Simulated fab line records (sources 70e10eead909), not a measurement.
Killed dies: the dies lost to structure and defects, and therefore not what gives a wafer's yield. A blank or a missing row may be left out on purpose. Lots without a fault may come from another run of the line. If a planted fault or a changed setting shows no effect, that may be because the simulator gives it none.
fab line records	flow nandHarc
record: lots: 24	wafers: 72	lastDay: 33
route steps=1302 shown A_CHANNEL_HOLE_D1@477 A_CHANNEL_FILL_D1@492 A_DECK1_JOINT@544 A_CHANNEL_HOLE_D2@589 A_CHANNEL_FILL_D2@628
lots that met no fault: from a run of the same line without faults
startH: the number of hours between the record's first day and the start of the first shown wafer of the lot	waitH: how many hours have passed since the lot's step before this one	" unchanged from the row above	L1.1+2: several wafers, shown together as one row	- value missing, or start not given	* or withheld: withheld	< > ~ a bound
route shown NAME@n: names a module that has steps shown in the file, with the first one's number in the route	usual: mean and standard deviation over wafers with no fault	same: alike in all rows	chamber/n: place in a boat	sites: readings site by site	_std_site: standard deviation across them	_edge_site: the outer-site mean with the inner-site mean subtracted	radiusMm: for every site, how far away it sits from the centre of the wafer	mask NAME#n: copy n	behind: the last tool/chamber to shape the wafer	hold: cause of the lot's hold/its duration in hours/its outcome	device: transistor that didn't switch, given as n, p or np	end of line: the tests these same wafers got at the end of their route	a step with no rows: only its recipe	killed: at the first sort, the dies lost to defects and structure; wafer yield is something else	map: shows each die of a wafer: x if killed, . if not, _ if none is there
set.NAME: the setting that was run; set.NAME@STEP: the one run at that earlier step	model.NAME: the simulator's own value behind a step, which no gauge read
the route's steps for a sample of lots (tables are steps, rows are wafers)
services: from which hour (startH, from the record's first day; less than 0 if before it) a tool's chamber was out of use, for how many hours, and why
== steps ==
step: NHARC_A_CHANNEL_HOLE_D1_ETCH_25
recipe: biasV: 5000	sourceW: withheld	pressureMtorr: 20	timeS: 1040.2	arFlowSccm: 375	c4f8FlowSccm: 93.8	o2FlowSccm: 31.2	tempC: -20	targetDepthA: 15000	chemistry: C4F8/O2/Ar
usual: c4f8FlowSccm: 93.8/0.32	drypumpMotorCurrentA: 5.7/0.54	heBacksideLeakSccm: 6.4/0.82	showerheadPlenumPTorr: 3.66/0.045	throttleValvePct: 32.235/0.0087
lot.wafer	tool	chamber	startH	waitH	c4f8FlowSccm	drypumpMotorCurrentA	heBacksideLeakSccm	rfHoursCounterH	showerheadPlenumPTorr	throttleValvePct
L074.1	harEtch-02	0	184.65	0.7	93.9	6.3	6.8	293	3.76	32.251
L074.3	"	1	"	"	93.4	5.1	6.4	-	3.70	32.246
L074.4	"	0	"	"	93.8	6.3	6.7	-	3.76	32.242
L075.3	harEtch-02	1	208.62	0.7	93.6	5.1	7.4	-	3.69	32.238
L075.4	"	0	"	"	93.4	6.3	7.2	-	3.76	32.235
L075.6	"	1	"	"	93.8	5.1	7.0	-	3.69	32.234
L077.2	harEtch-01	0	212.41	0.6	93.5	6.2	5.7	98	3.65	32.232
L077.1	"	1	"	"	94.2	5.2	5.5	98	3.68	32.245
L077.5	"	1	"	"	94.0	5.1	5.7	-	3.68	32.241
L076.1	harEtch-02	1	212.48	0.6	93.9	5.1	6.7	305	3.69	32.228
L076.2	"	0	"	"	93.8	6.3	6.9	305	3.76	32.244
L076.3	"	0	"	"	93.9	6.3	6.9	-	3.76	32.227
L078.2	harEtch-02	1	231.95	0.6	93.7	5.1	7.0	320	3.68	32.239
L078.3	"	1	"	"	93.4	5.1	7.1	-	3.68	32.246
L078.6	"	0	"	"	93.9	6.3	7.1	-	3.75	32.243
L079.2	harEtch-01	1	232.11	0.6	93.1	5.1	5.9	113	3.67	32.222
L079.3	"	1	"	"	93.2	5.1	5.7	-	3.67	32.238
L079.5	"	1	"	"	93.1	5.2	5.7	-	3.67	32.234
L080.1	harEtch-01	1	245.80	0.7	93.5	5.2	5.6	117	3.67	32.227
L080.3	"	1	"	"	93.6	5.1	5.7	-	3.67	32.228
L080.6	"	0	"	"	93.5	6.2	5.7	-	3.64	32.230
L081.1	harEtch-01	0	252.27	0.6	94.0	6.1	6.1	121	3.64	32.237
L081.3	"	1	"	"	94.1	5.2	5.8	-	3.66	32.242
L081.5	"	1	"	"	93.8	5.2	5.7	-	3.67	32.236
L082.1	harEtch-01	1	272.43	0.7	93.6	5.1	6.0	133	3.66	32.228
L082.4	"	0	"	"	94.2	6.1	5.8	-	3.64	32.239
L082.5	"	0	"	"	93.7	6.1	5.9	-	3.64	32.235
L083.2	harEtch-02	0	273.20	0.6	94.0	6.3	7.1	343	3.74	32.238
L083.4	"	1	"	"	93.9	5.1	7.3	-	3.67	32.242
L083.5	"	1	"	"	94.0	5.1	7.0	-	3.67	32.241
L085.2	harEtch-02	1	294.18	0.7	93.5	5.1	7.0	354	3.66	32.219
L085.3	"	0	"	"	93.8	6.3	6.8	-	3.73	32.248
L085.4	"	1	"	"	93.8	5.1	7.0	-	3.66	32.224
L084.1	harEtch-01	1	298.58	0.7	93.8	5.1	5.8	148	3.65	32.237
L084.4	"	0	"	"	94.5	6.1	6.0	-	3.63	32.224
L084.3	"	1	"	"	93.9	5.1	5.7	-	3.65	32.244
L086.1	harEtch-02	0	330.47	0.6	93.5	6.3	7.1	374	3.72	32.215
L086.4	"	0	"	"	93.7	6.3	7.2	-	3.72	32.242
L086.5	"	0	"	"	93.6	6.3	7.2	-	3.72	32.248
L088.1	harEtch-01	1	330.55	0.7	93.9	5.1	6.2	159	3.64	32.222
L088.3	"	0	"	"	93.8	6.1	6.2	-	3.62	32.219
L088.5	"	1	"	"	93.8	5.2	6.0	-	3.65	32.236
L089.2	harEtch-01	0	334.72	0.7	93.9	6.2	6.1	163	3.62	32.241
L089.5	"	1	"	"	93.4	5.1	5.8	-	3.64	32.229
L089.6	"	0	"	"	94.0	6.2	5.9	-	3.62	32.235
L087.2	harEtch-02	0	342.63	0.6	93.3	6.3	7.0	385	3.71	32.226
L087.1	"	1	"	"	93.8	5.1	6.8	385	3.65	32.249
L087.3	"	0	"	"	93.1	6.3	7.3	-	3.71	32.239
L091.2	harEtch-02	1	352.82	0.7	93.9	5.1	7.0	393	3.64	32.243
L091.6	"	0	"	"	94.2	6.3	7.3	-	3.71	32.253
L091.5	"	1	"	"	94.2	5.1	7.4	-	3.64	32.240
L090.1	harEtch-01	0	353.96	0.6	93.8	6.1	6.2	178	3.61	32.233
L090.4	"	1	"	"	93.6	5.1	5.7	-	3.63	32.234
L090.5	"	1	"	"	93.5	5.1	5.6	-	3.63	32.245
L092.3	harEtch-01	0	377.08	0.7	94.3	6.1	6.3	-	3.61	32.233
L092.6	"	0	"	"	94.0	6.1	6.5	-	3.61	32.239
L092.5	"	1	"	"	93.8	5.2	5.7	-	3.63	32.250
L093.1	harEtch-02	0	397.04	0.6	93.5	6.3	5.8	3	3.70	32.240
L093.2	"	1	"	"	93.5	5.1	5.9	3	3.64	32.231
L093.3	"	1	"	"	93.8	5.1	5.8	-	3.64	32.230
L094.2	harEtch-01	1	400.37	0.6	94.0	5.2	6.2	201	3.62	32.232
L094.1	"	0	"	"	94.0	6.2	6.3	201	3.60	32.231
L094.3	"	0	"	"	93.7	6.2	6.2	-	3.60	32.240
L095.2	harEtch-01	1	404.53	0.6	94.2	5.1	5.7	205	3.62	32.238
L095.4	"	0	"	"	94.2	6.2	6.3	-	3.60	32.254
L095.5	"	0	"	"	93.7	6.1	6.4	-	3.60	32.242
L096.2	harEtch-02	1	405.91	0.7	93.7	5.1	6.2	11	3.63	32.229
L096.4	"	0	"	"	93.8	6.3	5.9	-	3.70	32.241
L096.5	"	0	"	"	94.0	6.2	5.9	-	3.70	32.237
L097.1	harEtch-01	1	414.73	0.7	93.9	5.1	6.0	213	3.62	32.231
L097.6	"	0	"	"	93.0	6.2	6.5	-	3.59	32.257
L097.5	"	1	"	"	93.4	5.2	6.0	-	3.62	32.237
step: NHARC_A_CHANNEL_FILL_D1_ALD_02
recipe: targetThkA: 60	pulseTimeS: 10	aldCycles: 60	tempC: 300	material: SiO2
usual: heaterPowerW: 475/53	precursorPulseHeightRel: 1.000/0.019
lot.wafer	tool	chamber	startH	waitH	heaterPowerW	precursorPulseHeightRel
L074.4	aldHk-04	3	188.16	-	531	0.976
L074.3	"	0	"	"	432	0.973
L074.1	"	2	"	"	501	0.970
L075.4	aldHk-04	3	211.33	-	517	0.983
L075.3	"	1	"	"	404	0.991
L075.6	"	0	"	"	419	0.998
L076.1	aldHk-01	0	215.53	-	438	0.990
L076.2	"	1	"	"	452	1.005
L076.3	"	2	"	"	489	1.034
L077.1	aldHk-04	1	215.58	-	413	0.996
L077.2	"	2	"	"	509	1.012
L077.5	"	0	"	"	436	0.974
L078.2	aldHk-01	2	235.02	-	489	0.975
L078.3	"	3	"	"	538	0.999
L078.6	"	1	"	"	457	1.000
L079.2	aldHk-04	1	235.14	-	405	1.037
L079.3	"	0	"	"	434	1.011
L079.5	"	1	"	"	410	0.989
L080.3	aldHk-04	1	248.67	-	404	0.993
L080.1	"	0	"	"	435	1.012
L080.6	"	2	"	"	494	0.998
L081.1	aldHk-03	1	255.33	-	490	1.014
L081.3	"	3	"	"	431	0.979
L081.5	"	0	"	"	474	1.008
L082.1	aldHk-04	1	275.59	-	400	1.020
L082.4	"	2	"	"	458	0.974
L082.5	"	3	"	"	539	1.012
L083.4	aldHk-04	1	276.34	-	389	1.001
L083.2	"	0	"	"	418	1.000
L083.5	"	2	"	"	476	0.998
L085.4	aldHk-04	0	297.20	-	428	1.022
L085.3	"	1	"	"	393	0.979
L085.2	"	3	"	"	546	1.000
L084.3	aldHk-03	3	301.68	-	439	0.994
L084.4	"	0	"	"	481	1.005
L084.1	"	1	"	"	514	1.065
L088.3	aldHk-01	2	333.59	-	465	1.005
L088.1	"	3	"	"	522	1.000
L088.5	"	1	"	"	445	0.977
L086.4	aldHk-03	3	333.76	-	434	0.985
L086.1	"	1	"	"	509	0.987
L086.5	"	0	"	"	487	0.995
L089.2	aldHk-03	2	337.64	-	578	0.979
L089.6	"	1	"	"	482	1.029
L089.5	"	2	"	"	575	1.020
L087.3	aldHk-01	2	345.65	-	470	0.998
L087.2	"	3	"	"	518	1.016
L087.1	"	0	"	"	444	0.977
L091.2	aldHk-04	2	356.06	-	474	1.022
L091.5	"	3	"	"	535	0.988
L091.6	"	0	"	"	433	0.962
L090.4	aldHk-03	1	356.96	-	505	0.988
L090.1	"	3	"	"	436	1.007
L090.5	"	2	"	"	589	1.006
L092.3	aldHk-01	1	379.80	-	436	0.975
L092.6	"	1	"	"	433	0.990
L092.5	"	2	"	"	467	0.992
L093.3	aldHk-03	2	400.51	-	589	1.005
L093.1	"	0	"	"	452	1.015
L093.2	"	1	"	"	499	1.008
L094.2	aldHk-04	0	403.50	-	422	0.992
L094.3	"	1	"	"	397	1.016
L094.1	"	2	"	"	468	1.013
L095.2	aldHk-04	3	407.96	-	541	1.014
L095.4	"	0	"	"	433	1.000
L095.5	"	2	"	"	475	0.975
L096.2	aldHk-01	0	408.95	-	437	0.972
L096.4	"	1	"	"	441	0.992
L096.5	"	2	"	"	467	1.003
L097.1	aldHk-03	1	417.59	-	500	0.997
L097.5	"	1	"	"	496	1.036
L097.6	"	2	"	"	590	1.027
step: NHARC_A_DECK1_JOINT_INSPECT_05
usual: rawDefectCount: 269/89
lot.wafer	tool	chamber	startH	waitH	rawDefectCount
L074.1	defectInspect-01	-	270.00	0.0	361
L074.3	"	-	"	"	306
L074.4	"	-	"	"	269
L076.1	defectInspect-02	-	298.46	0.0	291
L076.2	"	-	"	"	316
L076.3	"	-	"	"	309
L075.3	defectInspect-01	-	298.64	0.0	374
L075.4	"	-	"	"	251
L075.6	"	-	"	"	314
L077.1	defectInspect-01	-	298.75	0.0	161
L077.2	"	-	"	"	356
L077.5	"	-	"	"	267
L078.2	defectInspect-01	-	316.54	0.0	232
L078.3	"	-	"	"	393
L078.6	"	-	"	"	277
L079.2	defectInspect-02	-	316.54	0.0	275
L079.3	"	-	"	"	286
L079.5	"	-	"	"	317
L080.1	defectInspect-02	-	329.16	0.0	183
L080.3	"	-	"	"	177
L080.6	"	-	"	"	124
L081.1	defectInspect-02	-	336.10	0.0	341
L081.3	"	-	"	"	339
L081.5	"	-	"	"	237
L083.2	defectInspect-02	-	363.73	0.0	247
L083.4	"	-	"	"	261
L083.5	"	-	"	"	263
L082.1	defectInspect-01	-	363.75	0.0	170
L082.4	"	-	"	"	240
L082.5	"	-	"	"	162
L084.1	defectInspect-02	-	389.39	0.0	184
L084.3	"	-	"	"	204
L084.4	"	-	"	"	269
L085.2	defectInspect-01	-	389.41	0.0	218
L085.3	"	-	"	"	192
L085.4	"	-	"	"	211
L086.1	defectInspect-01	-	412.48	0.0	242
L086.4	"	-	"	"	288
L086.5	"	-	"	"	383
L088.1	defectInspect-02	-	412.50	0.0	166
L088.3	"	-	"	"	246
L088.5	"	-	"	"	158
L089.2	defectInspect-01	-	423.79	0.0	339
L089.5	"	-	"	"	259
L089.6	"	-	"	"	232
L087.1	defectInspect-01	-	433.95	0.0	247
L087.2	"	-	"	"	249
L087.3	"	-	"	"	247
L091.2	defectInspect-01	-	446.36	0.0	508
L091.5	"	-	"	"	468
L091.6	"	-	"	"	541
L090.1	defectInspect-02	-	446.36	0.0	168
L090.4	"	-	"	"	271
L090.5	"	-	"	"	274
L092.3	defectInspect-01	-	463.43	0.0	228
L092.5	"	-	"	"	198
L092.6	"	-	"	"	212
L094.1	defectInspect-02	-	487.01	0.0	273
L094.2	"	-	"	"	137
L094.3	"	-	"	"	152
L093.1	defectInspect-01	-	487.01	0.0	280
L093.2	"	-	"	"	338
L093.3	"	-	"	"	461
L096.2	defectInspect-01	-	492.43	0.0	165
L096.4	"	-	"	"	178
L096.5	"	-	"	"	176
L095.2	defectInspect-01	-	492.45	0.0	168
L095.4	"	-	"	"	117
L095.5	"	-	"	"	433
L097.1	defectInspect-01	-	504.35	0.0	299
L097.5	"	-	"	"	380
L097.6	"	-	"	"	202
step: NHARC_A_CHANNEL_HOLE_D2_ETCH_16
recipe: targetDepthA: 31000	overEtchFrac: 0.3	timeS: 806	ionEnergyEv: 150	o2FlowSccm: 400	cosFlowSccm: 20	arFlowSccm: 0	rfW: 500	biasW: 300	chemistry: O2/COS
usual: drypumpMotorCurrentA: 5.7/0.38	oesProductAu: 1.000/0.0078	rfVppV: 314.0/2	showerheadPlenumPTorr: 3.11/0.12	throttleValvePct: 28.330/0.0084
lot.wafer	tool	chamber	startH	waitH	drypumpMotorCurrentA	oesProductAu	rfHoursCounterH	rfVppV	showerheadPlenumPTorr	throttleValvePct
L074.1	rieDiel-13	2	-	-	6.2	1.004	8.0	312.9	2.99	28.327
L074.3	"	1	"	"	4.9	0.991	5.3	313.1	3.00	28.320
L074.4	"	1	"	"	4.8	0.981	-	312.7	3.00	28.334
L075.4	rieDiel-10	1	-	-	5.4	0.989	3.5	316.2	3.23	28.324
L075.3	"	3	"	"	5.9	1.009	3.0	313.0	3.20	28.332
L075.6	"	2	"	"	5.6	0.999	-	311.8	2.97	28.342
L077.2	rieDiel-10	1	-	-	5.4	0.990	4.0	314.4	3.22	28.336
L077.1	"	2	"	"	5.6	0.999	3.7	310.9	2.97	28.335
L077.5	"	1	"	"	5.4	0.990	-	314.6	3.22	28.343
L076.3	rieDiel-02	3	-	-	5.8	0.991	3.7	314.8	3.19	28.336
L076.1	"	0	"	"	5.6	1.006	4.3	315.4	3.23	28.333
L076.2	"	2	"	"	5.3	0.986	2.6	312.1	2.94	28.330
L079.2	rieDiel-02	0	-	-	5.6	1.007	6.2	316.5	3.23	28.348
L079.3	"	1	"	"	6.0	0.998	5.7	311.6	2.93	28.311
L079.5	"	0	"	"	5.6	1.008	-	316.0	3.23	28.332
L078.3	rieDiel-10	0	-	-	6.2	1.002	4.9	316.3	3.29	28.320
L078.2	"	3	"	"	5.9	1.009	4.5	313.8	3.20	28.334
L078.6	"	1	"	"	5.4	0.989	-	316.2	3.22	28.338
L080.1	rieDiel-10	2	-	-	5.6	0.994	5.5	311.8	2.97	28.328
L080.3	"	3	"	"	5.9	1.004	5.2	315.6	3.20	28.328
L080.6	"	3	"	"	5.9	1.011	-	316.2	3.20	28.321
L081.3	rieDiel-13	0	-	-	5.8	0.997	0.5	312.5	3.03	28.329
L081.1	"	2	"	"	6.2	1.007	0.6	312.7	2.99	28.341
L081.5	"	0	"	"	5.8	0.998	-	312.9	3.03	28.323
L083.2	rieDiel-10	0	-	-	6.2	0.991	7.0	316.4	3.29	28.328
L083.4	"	3	"	"	5.9	1.014	-	314.4	3.20	28.339
L083.5	"	0	"	"	6.2	0.996	-	316.8	3.29	28.333
L082.4	rieDiel-13	0	-	-	5.8	0.992	2.7	313.5	3.03	28.331
L082.1	"	1	"	"	4.9	0.986	0.7	312.8	3.00	28.326
L082.5	"	0	"	"	5.8	0.992	-	314.3	3.03	28.324
L084.4	rieDiel-13	1	-	-	4.9	0.998	1.3	310.5	3.00	28.332
L084.1	"	3	"	"	6.3	1.006	3.4	314.2	3.14	28.332
L084.3	"	0	"	"	5.8	0.995	3.5	311.4	3.03	28.316
L085.4	rieDiel-10	3	-	-	5.9	0.992	7.9	317.0	3.20	28.322
L085.3	"	0	"	"	6.2	1.010	8.1	317.7	3.29	28.342
L085.2	"	2	"	"	5.6	0.999	7.3	310.6	2.97	28.330
L088.1	rieDiel-13	1	-	-	4.9	1.000	3.9	312.3	3.00	28.326
L088.3	"	3	"	"	6.3	1.001	7.3	312.8	3.14	28.339
L088.5	"	0	"	"	5.8	1.004	-	311.9	3.03	28.332
L086.1	rieDiel-02	2	-	-	5.3	0.993	1.8	310.6	2.94	28.328
L086.4	"	0	"	"	5.6	0.996	2.0	316.3	3.22	28.319
L086.5	"	2	"	"	5.3	0.995	-	312.3	2.94	28.331
L089.2	rieDiel-10	3	-	-	5.9	1.012	0.8	315.2	3.19	28.318
L089.5	"	1	"	"	5.4	0.990	-	313.8	3.22	28.329
L089.6	"	2	"	"	5.6	1.007	-	312.1	2.97	28.332
L087.3	rieDiel-10	0	-	-	6.2	1.003	1.7	317.4	3.29	28.338
L087.2	"	1	"	"	5.4	0.987	1.8	315.5	3.22	28.320
L087.1	"	3	"	"	5.9	0.992	1.7	313.4	3.19	28.346
L091.2	rieDiel-13	3	-	-	6.2	1.000	8.4	315.3	3.14	28.339
L091.5	"	3	"	"	6.2	1.008	-	314.6	3.14	28.330
L091.6	"	0	"	"	5.8	0.984	-	314.2	3.03	28.332
L090.4	rieDiel-02	0	-	-	5.6	1.006	3.6	315.5	3.22	28.339
L090.1	"	2	"	"	5.3	1.001	4.0	310.1	2.94	28.330
L090.5	"	3	"	"	5.8	1.005	-	315.3	3.19	28.330
L092.3	rieDiel-10	1	-	-	5.4	0.995	3.1	315.4	3.22	28.339
L092.5	"	1	"	"	5.4	0.990	-	314.7	3.22	28.325
L092.6	"	2	"	"	5.6	1.005	-	312.0	2.97	28.314
L093.3	rieDiel-10	3	-	-	5.9	1.011	3.7	316.9	3.19	28.334
L093.2	"	0	"	"	6.2	1.003	4.3	317.5	3.28	28.317
L093.1	"	1	"	"	5.4	0.990	4.6	315.0	3.22	28.322
L094.1	rieDiel-02	2	-	-	5.3	0.997	6.2	311.8	2.93	28.329
L094.3	"	0	"	"	5.6	1.008	7.1	316.2	3.22	28.329
L094.2	"	1	"	"	5.9	0.999	5.8	311.2	2.93	28.329
L096.4	rieDiel-10	2	-	-	5.6	1.001	4.7	312.5	2.97	28.334
L096.2	"	0	"	"	6.2	1.009	4.8	317.2	3.28	28.330
L096.5	"	3	"	"	5.9	1.017	-	315.2	3.19	28.318
L095.4	rieDiel-13	2	-	-	6.2	1.004	10.9	311.6	2.98	28.329
L095.2	"	3	"	"	6.3	1.004	12.7	313.6	3.14	28.344
L095.5	"	1	"	"	4.9	1.004	-	312.1	2.99	28.334
L097.1	rieDiel-02	0	-	-	5.6	1.000	8.4	316.6	3.22	28.349
L097.6	"	0	"	"	5.6	1.007	-	315.8	3.22	28.323
L097.5	"	2	"	"	5.3	0.997	-	310.5	2.93	28.340
step: NHARC_A_CHANNEL_HOLE_D2_XSEM_32
recipe: landingEnergyEv: 35000
usual: botCdNm: 74.8/0.93	bowNm: 8.60/0.25	tiltDeg: 0.07/0.045
lot.wafer	tool	chamber	startH	waitH	botCdNm	bowNm	tiltDeg
L074.1	xsem-02	0	301.39	0.1	73.9	8.62	0.04
L074.3	"	0	"	"	74.9	8.68	0.04
L074.4	"	0	"	"	73.8	8.63	0.04
L075.3	xsem-01	0	321.05	0.1	74.6	8.41	0.06
L075.4	"	0	"	"	74.3	8.38	0.07
L075.6	"	0	"	"	74.1	8.34	0.06
L077.1	xsem-02	0	322.68	0.1	76.0	8.82	0.13
L077.2	"	0	"	"	74.4	8.79	0.13
L077.5	"	0	"	"	76.3	8.80	0.13
L076.1	xsem-01	0	325.20	0.1	74.6	8.58	0.06
L076.2	"	0	"	"	73.6	8.51	0.06
L076.3	"	0	"	"	73.6	8.60	0.06
L079.2	xsem-01	0	341.20	0.1	74.8	8.36	0.04
L079.3	"	0	"	"	75.6	8.40	0.03
L079.5	"	0	"	"	74.5	8.37	0.03
L078.2	xsem-02	0	341.76	0.1	75.2	8.62	0.11
L078.3	"	0	"	"	75.4	8.65	0.11
L078.6	"	0	"	"	74.9	8.74	0.11
L080.1	xsem-02	0	352.52	0.1	76.3	8.86	0.13
L080.3	"	0	"	"	75.0	8.87	0.13
L080.6	"	0	"	"	75.5	8.80	0.13
L081.1	xsem-01	0	362.12	0.1	74.0	8.77	0.06
L081.3	"	0	"	"	74.4	8.77	0.06
L081.5	"	0	"	"	74.9	8.76	0.06
L083.2	xsem-01	0	398.95	0.1	74.4	8.98	0.08
L083.4	"	0	"	"	75.4	8.89	0.08
L083.5	"	0	"	"	77.2	8.98	0.08
L082.1	xsem-02	0	404.31	0.1	76.8	8.71	0.06
L082.4	"	0	"	"	73.9	8.67	0.06
L082.5	"	0	"	"	76.2	8.67	0.06
L084.1	xsem-01	0	413.12	0.1	74.7	8.63	0.09
L084.3	"	0	"	"	75.1	8.73	0.09
L084.4	"	0	"	"	76.4	8.64	0.09
L085.2	xsem-02	0	414.79	0.1	74.5	8.69	0.11
L085.3	"	0	"	"	76.2	8.61	0.11
L085.4	"	0	"	"	74.9	8.69	0.10
L088.1	xsem-02	0	436.15	0.1	75.2	8.42	0.10
L088.3	"	0	"	"	75.0	8.35	0.10
L088.5	"	0	"	"	76.4	8.48	0.10
L086.1	xsem-01	0	437.66	0.1	74.8	8.47	0.03
L086.4	"	0	"	"	74.4	8.45	0.03
L086.5	"	0	"	"	75.8	8.45	0.03
L089.2	xsem-02	0	446.35	0.1	73.3	9.24	0.02
L089.5	"	0	"	"	74.2	9.27	0.02
L089.6	"	0	"	"	74.7	9.28	0.02
L087.1	xsem-01	0	457.88	0.1	73.0	8.99	0.05
L087.2	"	0	"	"	73.7	9.01	0.05
L087.3	"	0	"	"	73.2	9.02	0.05
L091.2	xsem-02	0	469.22	0.1	74.6	8.16	0.19
L091.5	"	0	"	"	73.4	8.16	0.18
L091.6	"	0	"	"	74.9	8.20	0.18
L090.1	xsem-01	0	469.23	0.1	74.1	8.47	0.03
L090.4	"	0	"	"	73.5	8.48	0.03
L090.5	"	0	"	"	75.3	8.52	0.03
L092.3	xsem-01	0	488.45	0.1	75.0	8.55	0.03
L092.5	"	0	"	"	76.4	8.62	0.03
L092.6	"	0	"	"	75.6	8.61	0.03
L093.1	xsem-01	0	515.40	0.1	74.5	8.14	0.16
L093.2	"	0	"	"	73.2	8.21	0.16
L093.3	"	0	"	"	72.7	8.24	0.16
L094.1	xsem-02	0	519.24	0.1	74.4	8.53	0.06
L094.2	"	0	"	"	76.8	8.48	0.07
L094.3	"	0	"	"	74.5	8.39	0.07
L096.2	xsem-01	0	519.40	0.1	74.8	8.38	0.04
L096.4	"	0	"	"	75.2	8.32	0.05
L096.5	"	0	"	"	74.7	8.35	0.04
L095.2	xsem-02	0	523.01	0.1	75.1	8.68	0.00
L095.4	"	0	"	"	74.1	8.66	0.00
L095.5	"	0	"	"	74.6	8.67	0.00
L097.1	xsem-01	0	529.59	0.1	74.8	8.38	0.07
L097.5	"	0	"	"	73.3	8.40	0.07
L097.6	"	0	"	"	73.4	8.33	0.07
step: NHARC_A_CHANNEL_FILL_D2_ETCHBACK_08
recipe: targetDepthA: 2200	timeS: 110	c4f8FlowSccm: 20	arFlowSccm: withheld	rfW: 600	biasW: 300	chemistry: C4F8
usual: oesProductAu: 0.96/0.035	rfVppV: 440.4/2.6
lot.wafer	tool	chamber	startH	waitH	oesProductAu	rfHoursCounterH	rfVppV
L074.1	rieDiel-11	2	-	-	0.93	3	443.7
L074.4	"	3	"	"	0.93	2	443.9
L074.3	"	0	"	"	0.93	3	439.6
L077.1	rieDiel-11	3	-	-	0.92	3	443.8
L077.2	"	2	"	"	0.92	3	442.1
L077.5	"	0	"	"	0.93	-	440.0
L075.3	rieDiel-12	3	-	-	1.00	17	435.3
L075.4	"	0	"	"	1.00	-	441.4
L075.6	"	2	"	"	0.99	-	440.7
L076.1	rieDiel-06	3	-	-	0.97	2	441.2
L076.2	"	1	"	"	0.96	2	436.7
L076.3	"	2	"	"	0.97	2	442.4
L079.3	rieDiel-06	2	-	-	0.99	2	443.9
L079.2	"	3	"	"	1.00	2	441.1
L079.5	"	1	"	"	0.99	-	436.8
L078.2	rieDiel-12	2	-	-	0.93	20	439.5
L078.3	"	0	"	"	0.92	17	442.3
L078.6	"	2	"	"	0.93	-	438.3
L080.1	rieDiel-11	2	-	-	0.94	4	443.0
L080.3	"	0	"	"	0.92	4	440.3
L080.6	"	3	"	"	0.92	-	445.1
L081.3	rieDiel-06	1	-	-	0.99	2	436.0
L081.1	"	3	"	"	0.99	2	440.1
L081.5	"	1	"	"	0.98	-	436.6
L083.2	rieDiel-06	3	-	-	0.92	4	441.0
L083.4	"	1	"	"	0.91	4	437.3
L083.5	"	0	"	"	0.92	-	438.2
L082.1	rieDiel-11	0	-	-	1.00	0	438.4
L082.4	"	2	"	"	1.02	0	442.0
L082.5	"	0	"	"	1.01	-	439.3
L084.3	rieDiel-11	3	-	-	1.00	0	444.3
L084.1	"	0	"	"	1.00	0	440.8
L084.4	"	2	"	"	1.01	0	441.8
L085.2	rieDiel-06	2	-	-	0.93	4	444.3
L085.3	"	3	"	"	0.92	4	439.8
L085.4	"	0	"	"	0.91	5	435.9
L088.3	rieDiel-06	0	-	-	0.93	5	438.9
L088.1	"	1	"	"	0.92	5	437.3
L088.5	"	3	"	"	0.92	-	441.1
L086.1	rieDiel-11	2	-	-	0.97	1	442.6
L086.4	"	0	"	"	0.98	1	439.3
L086.5	"	2	"	"	0.98	-	443.0
L089.2	rieDiel-11	2	-	-	0.93	1	442.9
L089.5	"	3	"	"	0.93	-	442.0
L089.6	"	0	"	"	0.93	-	440.3
L087.2	rieDiel-11	0	-	-	0.93	1	440.9
L087.1	"	1	"	"	0.92	1	437.7
L087.3	"	3	"	"	0.93	1	445.6
L090.1	rieDiel-11	2	-	-	1.01	1	442.0
L090.4	"	3	"	"	0.99	1	442.8
L090.5	"	1	"	"	1.00	-	437.7
L091.2	rieDiel-06	1	-	-	0.92	1	436.1
L091.5	"	2	"	"	0.92	-	443.3
L091.6	"	3	"	"	0.93	-	440.8
L092.3	rieDiel-06	3	-	-	0.92	2	440.6
L092.6	"	3	"	"	0.91	-	439.7
L092.5	"	0	"	"	0.92	-	439.1
L094.3	rieDiel-06	3	-	-	0.99	3	441.9
L094.2	"	1	"	"	0.99	3	437.7
L094.1	"	2	"	"	0.99	3	443.0
L096.4	rieDiel-11	2	-	-	1.01	2	442.6
L096.2	"	0	"	"	1.00	2	439.9
L096.5	"	1	"	"	1.00	-	437.0
L093.2	rieDiel-12	3	-	-	1.00	21	435.7
L093.1	"	0	"	"	1.00	21	440.4
L093.3	"	1	"	"	1.00	20	439.1
L095.2	rieDiel-06	2	-	-	0.99	3	445.4
L095.4	"	2	"	"	1.00	-	444.0
L095.5	"	1	"	"	0.98	-	436.5
L097.1	rieDiel-06	1	-	-	0.95	3	439.0
L097.6	"	2	"	"	0.96	-	444.0
L097.5	"	1	"	"	0.95	-	436.0
== services ==
tool	chamber	startH	hours	kind
rieDiel-13	-	165.00	9.0	pm
rieDiel-10	2	176.43	4.4	repair
rieDiel-10	3	190.67	5.9	repair
rieDiel-10	2	200.29	5.1	repair
rieDiel-06	2	203.34	4.1	repair
rieDiel-06	3	207.81	4.1	repair
aldHk-03	-	212.00	10.0	pm
rieDiel-06	1	241.51	1.5	repair
rieDiel-10	-	242.50	9.0	pm
aldHk-04	-	254.88	10.0	pm
rieDiel-11	-	255.50	9.0	pm
rieDiel-06	-	307.20	9.0	pm
rieDiel-10	0	325.27	2.8	repair
xsem-01	-	374.00	14.0	pm
harEtch-02	-	377.14	17.0	pm
rieDiel-10	2	387.32	2.7	repair
rieDiel-10	-	419.50	9.0	pm
rieDiel-11	-	432.50	9.0	pm
aldHk-04	-	432.88	10.0	pm
rieDiel-06	-	484.20	9.0	pm
rieDiel-11	2	497.35	5.1	repair
rieDiel-11	-	526.21	0.5	repair
rieDiel-10	1	532.14	124.3	repair
rieDiel-06	0	546.42	30.2	repair
== key ==
fault none
